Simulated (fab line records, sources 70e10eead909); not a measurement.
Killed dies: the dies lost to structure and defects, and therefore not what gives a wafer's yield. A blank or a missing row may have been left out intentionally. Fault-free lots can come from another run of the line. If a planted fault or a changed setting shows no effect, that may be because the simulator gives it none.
The tool behind it: which one? / flow nand harc / Sampling: 6 lots, 18 wafers, 3 of 1302 route steps

## WHAT THE GAUGES SHOWED, per wafer
NHARC_A_ONON_D2_THK_MEAS_27: measures by ellipsometry.
lot=L580; measured=day 14 20:41; on=film metro-02; thk nm (nm)=976 976 974
lot=L582; measured=day 16 05:41; on=film metro-02; thk nm (nm)=995 997 995
lot=L584; measured=day 17 13:07; on=film metro-01; thk nm (nm)=995 995 995
lot=L587; measured=day 17 16:55; on=film metro-02; thk nm (nm)=979 979 982
lot=L590; measured=day 19 11:21; on=film metro-01; thk nm (nm)=1168 1166 1165
lot=L597; measured=day 22 02:56; on=film metro-02; thk nm (nm)=1017 1018 1020

## WHICH TOOL RAN EACH LOT (tool, then ch and the chambers of the sampled wafers, then the start)
lot=L580; NHARC_A_CHANNEL_FILL_D1_ALD_16=ald hk-02 ch 1,2,3, day 11 10:55; NHARC_A_ONON_D2_DEP_25=pecvd onon-02 ch 0, day 14 20:10
lot=L582; NHARC_A_CHANNEL_FILL_D1_ALD_16=ald hk-03 ch 0,2,3, day 12 18:05; NHARC_A_ONON_D2_DEP_25=pecvd onon-04 ch 0, day 16 05:10
lot=L584; NHARC_A_CHANNEL_FILL_D1_ALD_16=ald hk-03 ch 0,1,3, day 13 13:28; NHARC_A_ONON_D2_DEP_25=pecvd onon-02 ch 0, day 17 12:46
lot=L587; NHARC_A_CHANNEL_FILL_D1_ALD_16=ald hk-04 ch 1,2,3, day 14 11:59; NHARC_A_ONON_D2_DEP_25=pecvd onon-03 ch 0, day 17 16:25
lot=L590; NHARC_A_CHANNEL_FILL_D1_ALD_16=ald hk-04 ch 1,2,3, day 15 20:37; NHARC_A_ONON_D2_DEP_25=pecvd onon-02 ch 0, day 19 10:51
lot=L597; NHARC_A_CHANNEL_FILL_D1_ALD_16=ald hk-04 ch 0,1,2, day 18 16:23; NHARC_A_ONON_D2_DEP_25=pecvd onon-03 ch 0, day 22 02:29
- NHARC_A_CHANNEL_FILL_D1_ALD_16: deposits SiO2, target thk 1.5 nm, pulse time 10 s, ald cycles 15.
- NHARC_A_ONON_D2_DEP_25: target thk 1000 nm.

## THE ANSWER, worked out from the rows above alone
Rule: the lots themselves supply what counts as usual. The widest of any qualifying gaps counts: lots, ordered by their means at a reading, are off when they make up no more than a third of the lots, leave a main group of 4 or more, and stand apart from it by 3 or more times the standard deviation of that group's means. Not used: any main group whose means are identical at the precision the tables above print for the reading. Also off: a lot with no number at a reading for which 4 or more lots have one. Where the step has rows for the other lots, those lots are counted as sound.
Off, at NHARC_A_ONON_D2_THK_MEAS_27 on thk nm: L590. For the main group the mean is 993 nm and the standard deviation 15.
If a tool, at a process step before that reading, ran all the lots that are off and no sound lot after the first of them, it fits. Those tools and the gauges at NHARC_A_ONON_D2_THK_MEAS_27 are tried in the same way. This does not decide it: 2 tools fit, namely pecvd onon-02 at NHARC_A_ONON_D2_DEP_25 and film metro-01 at NHARC_A_ONON_D2_THK_MEAS_27.

## WHAT THE SIMULATOR HAD PUT IN
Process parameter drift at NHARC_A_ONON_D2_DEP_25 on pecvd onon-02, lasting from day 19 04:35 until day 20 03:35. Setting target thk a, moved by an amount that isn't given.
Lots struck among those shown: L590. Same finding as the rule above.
